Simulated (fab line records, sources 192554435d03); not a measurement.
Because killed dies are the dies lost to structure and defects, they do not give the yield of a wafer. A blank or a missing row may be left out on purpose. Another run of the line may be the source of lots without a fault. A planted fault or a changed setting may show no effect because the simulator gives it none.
Which tool was responsible? -- flow n5-finfet -- 10 lots, 29 wafers sampled, at 5 steps of a route of 1938

== WHAT EACH GAUGE READ, for each wafer ==
N5_BEOL_M4_RC_MEAS_101.
lot,measured,on,DIBL_N (mV/V)
L942,day 9 09:12,prober-02,36.6 37.9
L943,day 9 00:22,prober-02,39.6 32.8 35.8
L945,day 9 10:52,prober-02,34.5 41.0 35.1
L947,day 10 11:51,prober-01,30.8 40.7 33.8
L950,day 11 22:55,prober-02,35.9 34.8 37.7
L956,day 13 06:30,prober-01,37.8 40.8 38.4
L957,day 13 13:56,prober-01,38.2 36.2 39.5
L961,day 14 01:21,prober-01,35.2 33.2 34.9
L963,day 14 23:05,prober-02,38.2 38.2 37.5
L965,day 14 08:28,prober-02,33.5 37.8 37.6

== EACH LOT AND THE TOOL THAT RAN IT (in order: tool; ch and the chambers of the sampled wafers; start) ==
lot,N5_MOL_CONTACT_COAG_ETCHBACK_136,N5_BEOL_M0_SAQP_ILD_DEP_01,N5_BEOL_M0_SAQP_PECVD_96,N5_BEOL_M0_SAQP_PECVD_04
L942,"rie-diel-03 ch 2,3, day 5 04:03","pecvd-04 ch 0,1, day 5 08:41","pecvd-04 ch 0,2, day 5 10:16","pecvd-04 ch 0,2, day 5 10:22"
L943,"rie-diel-05 ch 0,1,3, day 5 12:07","pecvd-01 ch 0,2, day 5 17:03","pecvd-01 ch 0,1,2, day 5 18:16","pecvd-01 ch 0,1,2, day 5 18:21"
L945,"rie-diel-03 ch 1,2,3, day 5 23:23","pecvd-01 ch 0,1,2, day 6 03:55","pecvd-02 ch 0,1,2, day 6 04:53","pecvd-02 ch 0,1,2, day 6 04:58"
L947,"rie-diel-02 ch 0,1,3, day 6 10:35","pecvd-04 ch 0,1,2, day 6 15:08","pecvd-02 ch 0,2, day 6 17:34","pecvd-02 ch 0,2, day 6 17:40"
L950,"rie-diel-02 ch 0,1,2, day 7 08:56","pecvd-02 ch 0,2, day 7 14:11","pecvd-04 ch 0,1,2, day 7 17:14","pecvd-04 ch 0,1,2, day 7 17:19"
L956,"rie-diel-02 ch 0,1,2, day 8 21:10","pecvd-04 ch 0,1,2, day 9 01:43","pecvd-02 ch 0,2, day 9 02:37","pecvd-02 ch 0,2, day 9 02:42"
L957,"rie-diel-03 ch 2,3, day 9 00:28","pecvd-02 ch 0,1, day 9 05:01","pecvd-04 ch 1,2, day 9 07:02","pecvd-04 ch 1,2, day 9 07:07"
L961,"rie-diel-02 ch 0,1,2, day 10 00:09","pecvd-01 ch 0,2, day 10 06:13","pecvd-04 ch 0,1, day 10 07:49","pecvd-04 ch 0,1, day 10 07:55"
L963,"rie-diel-02 ch 0,2,3, day 10 11:08","pecvd-02 ch 0,1, day 10 15:42","pecvd-04 ch 0,2, day 10 17:59","pecvd-04 ch 0,2, day 10 18:04"
L965,"rie-diel-02 ch 2,3, day 11 02:35","pecvd-01 ch 0,1, day 11 07:09","pecvd-04 ch 0,1,2, day 11 08:24","pecvd-04 ch 0,1,2, day 11 08:29"
- N5_MOL_CONTACT_COAG_ETCHBACK_136: etches SiO2 in CHF3, target depth 25 nm, time 16.7 s.
- N5_BEOL_M0_SAQP_ILD_DEP_01: deposits SiOC from DEMS/O2, target thk 45.419 nm, time 8.7 s.
- N5_BEOL_M0_SAQP_PECVD_96: deposits a-Si from SiH4/He, target thk 45 nm, time 45.2 s.
- N5_BEOL_M0_SAQP_PECVD_04: deposits a-Si from SiH4/He, target thk 60 nm, time 60.2 s.

== THE ANSWER, worked out from the rows above alone ==
Rule: what is usual is taken from the lots themselves. Put in order of their means at a reading, lots are off if they are a third of the lots or fewer, leave a main group of 4 or more, and stand apart from it by a gap of 3 or more times the standard deviation of the main group's means; of several such gaps the widest counts. A main group is skipped when, at the precision printed for the reading in the tables above, its means are all equal. A lot without any number at a reading at which 4 lots or more have one is off too. Any other lot the step has rows for is counted as sound.
Nothing can be told from this: no lot is off at any reading shown.

== WHAT THE SIMULATOR PUT IN ==
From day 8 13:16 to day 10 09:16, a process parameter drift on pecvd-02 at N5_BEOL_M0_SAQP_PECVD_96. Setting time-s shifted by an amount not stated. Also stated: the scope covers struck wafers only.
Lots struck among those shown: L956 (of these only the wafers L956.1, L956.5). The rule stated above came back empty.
